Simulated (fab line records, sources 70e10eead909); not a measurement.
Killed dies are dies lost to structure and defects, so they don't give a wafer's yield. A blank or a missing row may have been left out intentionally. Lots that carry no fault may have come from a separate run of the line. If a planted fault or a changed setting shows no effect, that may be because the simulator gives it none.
Matching of chambers | flow nand harc | NHARC_A_CHANNEL_FILL_D2_ETCHBACK_20 on rie diel-01 has 4 sister chambers
The step etches the open film in C4F8/O2/Ar, target depth 27 nm, time 13.5 s. 8 wafers are shown with their chamber, then 10 later ones without.

== WAFERS WITH THEIR CHAMBER ==
wafer  | chamber | rf vpp V (V) | rf fwd power W (W)
L081.3 | 0       | 978          | 591.4
L087.1 | 3       | 971          | 586.5
L087.2 | 1       | 971          | 591.8
L087.6 | 0       | 977          | 587.3
L088.1 | 1       | 971          | 587.3
L088.5 | 2       | 973          | 589.3
L091.4 | 3       | 971          | 587.8
L091.5 | 2       | 973          | 592.1

== WAFERS WITHOUT THEIR CHAMBER ==
wafer  | rf vpp V (V) | rf fwd power W (W)
L091.6 | 969          | 589.5
L094.1 | 973          | 590.9
L094.4 | 970          | 587.7
L094.5 | 971          | 590.3
L095.1 | 970          | 584.0
L095.3 | 970          | 589.4
L095.5 | 973          | 592.1
L096.1 | 975          | 587.9
L096.4 | 973          | 587.0
L096.6 | 972          | 590.4

== THE CHAMBER EACH PASSED THROUGH ==
wafer  | from the rows above          | in truth
L091.6 | can't be placed: 1 or 3      | 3
L094.1 | 2                            | 2
L094.4 | can't be placed: 3 or 1      | 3
L094.5 | can't be placed: 1 or 3      | 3
L095.1 | can't be placed: 3 or 1      | 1
L095.3 | can't be placed: 1 or 3      | 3
L095.5 | 2                            | 2
L096.1 | can't be placed: 2 or 0      | 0
L096.4 | 2                            | 2
L096.6 | can't be placed: 2 or 1 or 3 | 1
Placed correctly: 3 of 10. Cannot be placed on the basis of these rows: 7; the candidates contain the true chamber in 7. 0 placed wrongly.
How it was worked out, from the rows above alone: a wafer's distance from a chamber is the root of the sum, over the readings, of the square of ((its reading less the chamber's mean) divided by the reading's scatter). If the next closest chamber is less than 2 further off than the closest, the wafer can't be placed; otherwise it belongs to the closest. A chamber's mean is the mean of its shown wafers. The scatter is the square root of a quotient: the sum, over the shown wafers, of each reading's squared deviation from its chamber's mean, divided by wafers minus chambers.
